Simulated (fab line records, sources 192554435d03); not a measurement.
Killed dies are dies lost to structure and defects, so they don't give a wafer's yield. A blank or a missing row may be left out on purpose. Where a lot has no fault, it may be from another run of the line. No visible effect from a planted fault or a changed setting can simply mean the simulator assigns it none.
Chamber matching ; flow n5_finfet ; N5_BEOL_M7_STRIP_36 on rie_diel-05: 4 sister chambers
The step strips in N2/H2. 8 wafers are shown with their chamber, then 9 later ones without.

== EACH WAFER AND ITS CHAMBER ==
wafer;chamber;drypump_motor_current_A (A);showerhead_plenum_p_Torr (Torr)
L079.4;3;6.2;2.61
L080.6;0;5.9;2.59
L083.1;2;5.3;2.57
L083.2;0;6.0;2.59
L083.6;3;6.2;2.60
L086.3;1;6.1;2.43
L086.5;1;6.1;2.43
L086.6;2;5.3;2.56

== WAFERS WITHOUT THEIR CHAMBER ==
wafer;drypump_motor_current_A (A);showerhead_plenum_p_Torr (Torr)
L091.2;6.2;2.43
L091.3;5.3;2.56
L091.6;5.3;2.56
L089.1;5.3;2.56
L089.2;6.1;2.43
L089.6;5.3;2.56
L096.2;5.3;2.56
L096.5;6.2;2.60
L096.6;5.9;2.58

== EACH ONE'S CHAMBER ==
wafer;from the rows above;in truth
L091.2;1;1
L091.3;2;2
L091.6;2;2
L089.1;2;2
L089.2;1;1
L089.6;2;2
L096.2;2;2
L096.5;3;3
L096.6;0;0
9 of 9 placed correctly. Left unplaced by these rows: 0. Number placed wrongly: 0.
How it was worked out, from the rows above alone: a wafer's distance from a chamber is the root of the sum, over the readings, of the square of ((its reading less the chamber's mean) divided by the reading's scatter). The wafer belongs to the nearest chamber; if the next one is less than 2 further off, it can't be placed. For every chamber, the mean is computed from those of its wafers that are shown. The scatter: the root of (the sum of the squares of (reading less its chamber's mean) over the shown wafers, divided by (wafers less chambers)).
